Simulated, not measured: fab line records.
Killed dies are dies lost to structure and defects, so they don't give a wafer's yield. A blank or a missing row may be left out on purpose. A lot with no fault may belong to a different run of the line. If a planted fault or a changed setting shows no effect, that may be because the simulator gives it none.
fab line records    flow nand-harc
record lots=5  wafers=15  last-day=24
route steps=1159 shown A_WL_FILL@813
lots that met no fault: taken from a fault-free run of the same line
start-h: start of the lot's first displayed wafer, in hours after the record's first day    wait-h: hours elapsed since this lot's preceding step    " unchanged from the row above    L1.1+2: several wafers, shown together as one row    - either no value or no given start    * or withheld: withheld    < > ~ a bound
route shown NAME@n: a module of which the file shows steps, and the number in the route of the first    usual: mean/standard deviation taken from wafers without a fault    same: alike in all rows    chamber/n: place in a boat    sites: readings site by site    _std_site: the values' standard deviation    _edge_site: the outer-site mean with the inner-site mean subtracted    radius-mm: how far each site lies from the wafer's centre    mask NAME#n: copy n    behind: the most recent tool/chamber to have shaped the wafer    hold: the reason the lot was held/the length of the hold in hours/how it ended    device: whichever transistor did not switch (one of n, p or np)    end of line: tests of these same wafers at the route's end    step lacking rows: just its recipe    killed: the dies lost at the first sort to structure and to defects; this is not the yield of the wafer    map: the dies of a wafer, with x for killed, . for not killed, _ for no die there
set.NAME: the setting that was run; set.NAME@STEP: the one run at that earlier step    model.NAME: the simulator's own value behind a step, which no gauge read
lots at selected steps of the route; one table per step, one row per wafer
services: from which hour (start-h, from the record's first day; less than 0 if before it) a tool's chamber was out of use, for how many hours, and why
## steps
# step NHARC_A_WL_FILL_CVD_03
# recipe target-thk-a=400  temp-c=300  pressure-torr=40  wf6-flow-sccm=40  h2-flow-sccm=1600  ar-flow-sccm=1560  time-s=3302  material=W
# usual heater-power-w=524/74  throttle-valve-pct=7.95/0.22
lot.wafer  tool      chamber  start-h  wait-h  heater-power-w  throttle-valve-pct
L680.1     cvd-w-01  0        392.12   7.5     488             8.15
L680.4     "         0        "        "       494             7.99
L680.5     "         0        "        "       492             7.85
L685.4     cvd-w-02  1        421.86   7.3     451             7.60
L685.3     "         0        "        "       510             8.32
L685.6     "         1        "        "       441             7.74
L689.2     cvd-w-01  0        426.86   1.6     489             7.90
L689.4     "         0        "        "       491             7.87
L689.5     "         0        "        "       478             7.87
L692.1     cvd-w-02  0        441.57   2.0     511             8.30
L692.6     "         0        443.46   3.9     511             8.37
L692.5     "         1        "        "       440             7.74
L693.4     cvd-w-01  1        459.08   5.6     653             7.89
L693.3     "         0        "        "       497             7.93
L693.6     "         1        "        "       645             7.82
# step NHARC_A_WL_FILL_ETCHBACK_04
# recipe target-depth-a=600  time-s=120  chemistry=NF3
# usual chamber-pressure-mTorr=300.02/0.26  drypump-motor-current-A=5.4/0.42  oes-product-au=1.007/0.011
lot.wafer  tool          chamber  start-h  wait-h  chamber-pressure-mTorr  drypump-motor-current-A  oes-product-au  rf-hours-counter-h
L680.1     rie-metal-01  0        394.98   2.4     299.83                  5.8                      1.002           1.7
L680.4     "             1        "        "       299.98                  5.2                      0.999           -
L680.5     "             0        "        "       299.76                  5.8                      1.005           -
L685.4     rie-metal-03  1        424.30   2.0     299.84                  5.3                      0.979           -
L685.3     "             0        "        "       299.96                  5.3                      1.001           -
L685.6     "             1        "        "       300.34                  5.3                      0.976           -
L689.2     rie-metal-02  0        430.16   2.8     299.88                  6.1                      1.001           1.0
L689.4     "             0        "        "       300.08                  6.1                      0.992           -
L689.5     "             1        "        "       299.59                  4.8                      1.029           -
L692.1     rie-metal-03  1        444.89   2.8     300.10                  5.3                      0.984           3.5
L692.5     "             1        "        "       299.97                  5.3                      0.995           -
L692.6     "             0        "        "       300.30                  5.4                      1.008           -
L693.3     rie-metal-02  0        461.52   1.5     300.41                  6.1                      0.986           -
L693.4     "             1        "        "       300.17                  4.8                      1.022           -
L693.6     "             1        "        "       300.10                  4.8                      1.008           -
# step NHARC_A_WL_FILL_ETCHBACK_05
# recipe target-depth-a=220  time-s=60  temp-c=40  chemistry=Cl2/BCl3
# usual chamber-pressure-mTorr=10.001/0.008  drypump-motor-current-A=5.4/0.42  oes-product-au=1.007/0.012
lot.wafer  tool          chamber  start-h  wait-h  chamber-pressure-mTorr  drypump-motor-current-A  oes-product-au  rf-hours-counter-h
L680.1     rie-metal-01  0        395.22   0.2     9.990                   5.8                      1.007           1.8
L680.4     "             0        "        "       9.999                   5.8                      1.006           -
L680.5     "             0        "        "       10.018                  5.8                      1.003           -
L685.3     rie-metal-03  1        424.50   0.1     10.007                  5.3                      0.998           -
L685.4     "             0        "        "       10.014                  5.3                      1.005           -
L685.6     "             0        "        "       10.022                  5.4                      1.002           -
L689.2     rie-metal-02  0        430.36   0.2     10.003                  6.1                      1.000           1.1
L689.4     "             0        "        "       9.982                   6.1                      1.009           -
L689.5     "             0        "        "       10.004                  6.1                      1.005           -
L692.1     rie-metal-03  0        445.19   0.3     10.006                  5.3                      1.007           5.0
L692.6     "             0        "        "       10.003                  5.4                      0.999           -
L692.5     "             1        "        "       10.008                  5.3                      0.993           -
L693.3     rie-metal-02  0        461.71   0.2     9.991                   6.1                      1.001           -
L693.4     "             1        "        "       10.000                  4.8                      1.008           -
L693.6     "             0        "        "       10.003                  6.1                      1.009           -
# step NHARC_A_WL_FILL_STRIP_27
# recipe power-w=1500  temp-c=250  time-s=20  chemistry=N2/H2
# usual drypump-motor-current-A=5.63/0.28  heater-power-w=306/16
lot.wafer  tool             chamber  start-h  wait-h  drypump-motor-current-A  heater-power-w  rf-hours-counter-h
L680.1     plasma-asher-02  0        395.36   0.1     5.94                     275             7
L680.4     "                1        "        "       5.66                     303             -
L680.5     "                1        "        "       5.68                     308             -
L685.4     plasma-asher-01  0        424.66   0.1     5.18                     321             -
L685.3     "                1        "        "       5.69                     319             -
L685.6     "                0        "        "       5.20                     318             -
L689.2     plasma-asher-01  0        430.53   0.1     5.17                     319             47
L689.4     "                1        "        "       5.70                     322             -
L689.5     "                1        "        "       5.69                     316             -
L692.1     plasma-asher-01  1        445.35   0.1     5.68                     323             52
L692.6     "                1        "        "       5.69                     321             -
L692.5     "                0        "        "       5.18                     324             -
L693.4     plasma-asher-02  0        461.87   0.1     6.00                     282             -
L693.3     "                1        "        "       5.67                     295             -
L693.6     "                0        "        "       5.97                     279             -
# step NHARC_A_WL_FILL_STRIP_28
# recipe time-s=1200  temp-c=72.5  chemistry=post-etch-residue-remover
# step NHARC_A_WL_FILL_PRECLEAN_06
# recipe time-s=300  chemistry=DIW
# step NHARC_A_WL_FILL_SRD_07
# step NHARC_A_WL_FILL_ANNEAL_08
# recipe temp-c=450  time-s=1800
# step NHARC_A_WL_FILL_ALD_10
# recipe target-thk-a=500  pulse-time-s=10  ald-cycles=500  temp-c=300  material=SiO2
# step NHARC_A_WL_FILL_ETCHBACK_16
# recipe target-depth-a=880  time-s=17.6  c4f8-flow-sccm=withheld  o2-flow-sccm=8  ar-flow-sccm=withheld  rf-w=600  bias-w=800  chemistry=C4F8/O2/Ar
# usual chamber-pressure-mTorr=24.996/0.021  oes-product-au=0.99/0.03  rf-fwd-power-W=587.6/2.6  rf-vpp-V=723/4.5
lot.wafer  tool         chamber  start-h  wait-h  chamber-pressure-mTorr  oes-product-au  rf-fwd-power-W  rf-hours-counter-h  rf-vpp-V
L680.4     rie-diel-09  2        -        -       25.000                  1.02            582.6           5.3                 716
L680.1     "            3        "        "       24.987                  1.02            588.8           4.9                 721
L680.5     "            0        "        "       25.001                  0.97            589.9           -                   721
L685.4     rie-diel-08  1        -        -       25.000                  1.01            587.0           6.7                 722
L685.3     "            2        "        "       24.986                  0.98            585.6           7.6                 724
L685.6     "            0        "        "       25.008                  0.97            589.7           -                   726
L689.4     rie-diel-06  3        -        -       24.959                  0.99            584.3           0.3                 731
L689.2     "            0        "        "       25.011                  1.00            591.5           0.3                 726
L689.5     "            1        "        "       25.015                  1.01            589.9           -                   722
L692.1     rie-diel-06  0        -        -       24.958                  0.92            588.9           0.5                 727
L692.6     "            1        "        "       25.017                  0.92            589.9           -                   723
L692.5     "            2        "        "       25.004                  0.91            586.8           -                   726
L693.4     rie-diel-06  0        -        -       24.967                  1.01            590.5           0.9                 727
L693.3     "            1        "        "       25.006                  1.00            589.3           0.9                 722
L693.6     "            0        "        "       25.018                  1.00            590.8           -                   726
# step NHARC_A_WL_FILL_STRIP_29
# recipe time-s=20  o2-flow-sccm=500  ar-flow-sccm=0  bias-w=0  chemistry=O2
# step NHARC_A_WL_FILL_ETCHBACK_17
# recipe target-depth-a=40  time-s=26.7  chemistry=Cl2/BCl3
# usual chamber-pressure-mTorr=10.000/0.008  drypump-motor-current-A=5.4/0.44  oes-product-au=1.005/0.013
lot.wafer  tool          chamber  start-h  wait-h  chamber-pressure-mTorr  drypump-motor-current-A  oes-product-au  rf-hours-counter-h
L680.1     rie-metal-01  1        406.21   -       10.016                  5.2                      1.005           2.1
L680.4     "             1        "        "       9.978                   5.2                      0.990           -
L680.5     "             0        "        "       10.000                  5.8                      1.015           -
L685.3     rie-metal-03  0        431.84   -       9.993                   5.4                      0.989           -
L685.4     "             1        "        "       10.003                  5.3                      0.994           -
L685.6     "             1        "        "       10.006                  5.3                      0.987           -
L689.2     rie-metal-03  1        440.87   -       9.999                   5.3                      0.994           3.4
L689.4     "             1        "        "       10.004                  5.3                      0.824           -
L689.5     "             0        "        "       9.996                   5.4                      1.004           -
L692.1     rie-metal-01  1        455.65   -       10.002                  5.2                      1.004           4.1
L692.5     "             1        "        "       10.007                  5.1                      1.007           -
L692.6     "             1        "        "       9.976                   5.2                      1.006           -
L693.3     rie-metal-02  0        472.23   -       10.008                  6.1                      0.990           -
L693.4     "             1        "        "       10.002                  4.8                      1.013           -
L693.6     "             0        "        "       9.998                   6.0                      1.004           -
# step NHARC_A_WL_FILL_PRECLEAN_18
# recipe time-s=30  chemistry=dHF
## services
tool             chamber  start-h  hours  kind
rie-diel-06      0        372.70   -      clean
rie-diel-06      1        372.70   -      clean
rie-diel-06      2        372.70   -      clean
rie-diel-08      1        374.74   5.0    repair
rie-metal-01     -        380.37   0.3    repair
cvd-w-02         -        383.76   13.0   pm
rie-metal-02     -        388.00   9.0    pm
rie-metal-02     0        388.00   9.0    vent-cycle
rie-metal-02     1        388.00   9.0    vent-cycle
rie-metal-02     0        397.00   -      clean
rie-metal-02     1        397.00   -      clean
rie-diel-06      -        418.20   9.0    pm
rie-diel-09      3        419.53   2.0    repair
rie-diel-09      -        431.10   9.0    pm
rie-metal-01     0        443.91   19.7   repair
rie-diel-09      2        450.12   10.6   repair
rie-diel-08      0        451.13   4.8    repair
rie-metal-03     -        453.00   9.0    pm
rie-metal-03     0        453.00   9.0    vent-cycle
rie-metal-03     1        453.00   9.0    vent-cycle
plasma-asher-01  -        453.70   9.0    pm
rie-metal-03     0        462.00   -      clean
rie-metal-03     1        462.00   -      clean
rie-metal-01     -        472.07   0.5    repair
## key
first-sign step=NHARC_A_WL_FILL_ETCHBACK_17  reading=oes-product-au  direction=down  sigmas=14  usual=1.005  struck=0.824
effect none on later readings
met-at NHARC_A_WL_FILL_ETCHBACK_17
struck-wafers L689.4
tester-left-out L689
onset-between 431.84 440.87
fault kind=process-parameter-drift  tool=rie-metal-03  chamber=-  onset-h=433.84  steps=NHARC_A_WL_FILL_ETCHBACK_17  channel=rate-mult  offset=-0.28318  shape=step  end-h=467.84  scope=struck-wafers-only
# tester-left-out: of these lots the tester's yield and bins aren't shown, on N5 and GAA mostly nor the transistor test; their killed dies are dies lost to structure and defects alone, not to doping, threshold or leakage, so they don't give the yield
